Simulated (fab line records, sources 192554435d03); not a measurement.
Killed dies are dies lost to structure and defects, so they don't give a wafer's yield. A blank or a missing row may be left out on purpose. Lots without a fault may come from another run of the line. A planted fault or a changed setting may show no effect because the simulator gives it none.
A struck lot beside a sound one | flow n5_finfet | 34 steps out of a route of 1938
Sound: wafers L417.3, L417.5, L417.6. Struck: wafers L420.3, L420.5, L420.6. The cause comes at the end.
At each step with rows: each side's tool, then ch and its chambers, then its first start. Under that, the readings that differ: sound wafers | struck wafers | difference of the means | sigmas: that difference in standard deviations of wafers without a fault.
alike: readings whose means differ by less than 2 such deviations, and words and numbers that are the same on both sides. not compared: withheld readings, readings that some wafer has no value for, bounds like >300 that may hide the same value, and numbers for which the record gives no deviation and whose values overlap.
The two part at a step that has a row with sigmas, a row that says differs or no value, or rows on one side only. Numbers that don't overlap but have no deviation are shown without sigmas and don't part them. A reading that every wafer of one side lacks parts them only if that side has two wafers or more.

first, 9 steps without rows for these wafers: N5_BEOL_M11_EXPOSE_25 (exposes mask V10); N5_BEOL_M11_PEB_26 (peb time 60 s); N5_BEOL_M11_DEVELOP_27 (develop time 30 s); N5_BEOL_M11_DESCUM_33 (chemistry O2, time 7.9 s); N5_BEOL_M11_ETCH_65 (etches SiARC in CF4, target depth 39 nm, time 65 s); N5_BEOL_M11_ETCH_66 (etches SOC in N2/H2, target depth 120 nm, overetch 24 nm, time 180 s); N5_BEOL_M11_STRIP_69 (strips in N2/H2); N5_BEOL_M11_VIA_ETCH_34 (etches SiCOH lowk in C4F6/O2, target depth 184.5 nm, time 69.2 s); N5_BEOL_M11_STRIP_73 (strips in C4F6/O2).
N5_BEOL_M11_STRIP_36: strips in N2/H2.
  sound on rie_diel-06 ch 0,2,3, day 13 05:34; struck on rie_diel-06 ch 0,3, day 15 04:22
  alike: drypump_motor_current_A, oes_product_au, power_w, rf_vpp_V, showerhead_plenum_p_Torr, throttle_valve_pct
  not compared: rf_hours_counter_h
then, 23 steps without rows for these wafers: N5_BEOL_M11_TRENCH_ETCH_37 (etches SiCOH lowk in C4F6/O2, target depth 148.83 nm, time 48 s); N5_BEOL_M11_ETCH_41 (etches SiCN in CH3F/O2, target depth 42.6 nm, time 86 s); N5_BEOL_M11_STRIP_77 (strips in N2/H2, time 10 s); N5_BEOL_M11_HM_STRIP_39 (strips TiN in peroxide tin strip, target depth 25 nm, time 158 s); N5_BEOL_M11_SRD_40 (time 30 s); N5_BEOL_M11_PRECLEAN_42 (cleans in residue remover, time 60 s); N5_BEOL_M11_SRD_43 (time 30 s); N5_BEOL_M11_CURE_72 (cures SiCOH lowk, time 120 s); N5_BEOL_M11_DEGAS_44 (time 60 s); N5_BEOL_M11_PRE_CLEAN_45 (time 30 s); N5_BEOL_M11_ALD_74 (deposits TaN, target thk 2 nm, pulse time 2 s, purge time 3 s); N5_BEOL_M11_SURFACE_TREAT_76; N5_BEOL_M11_CVD_75 (deposits Co from CCTBA/H2, target thk 2 nm, time 138.9 s); N5_BEOL_M11_SPUTTER_48 (material Cu, target thk 12 nm, time 2 s); N5_BEOL_M11_ECD_50 (material Cu, target thk 318 nm); N5_BEOL_M11_ANNEAL_51 (time 90 s); N5_BEOL_M11_CMP_52 (polishes, stops on SiCOH lowk, t overpolish 7 s, target thk 140 nm); N5_BEOL_M11_PRE_CLEAN_55 (time 15 s); N5_BEOL_M11_DEP_56 (deposits SiCN from 3MS/NH3, target thk 30 nm, time 10.5 s); N5_BEOL_M12_ILD_DEP_00 (deposits SiOC from DEMS/O2, target thk 658.92 nm, time 130.7 s); N5_BEOL_M12_COAT_58 (time 60 s, resist thk 89 nm); N5_BEOL_M12_COAT_04 (resist thk 400 nm); N5_BEOL_M12_EBR_06.
N5_PASSIVATION_PROBE_49:
  the record has rows for the struck wafers here (prober-02, day 17 00:29) and none for the sound ones

WHERE THEY PART
Only at N5_PASSIVATION_PROBE_49, within this record.

WHY: what the simulator had put in
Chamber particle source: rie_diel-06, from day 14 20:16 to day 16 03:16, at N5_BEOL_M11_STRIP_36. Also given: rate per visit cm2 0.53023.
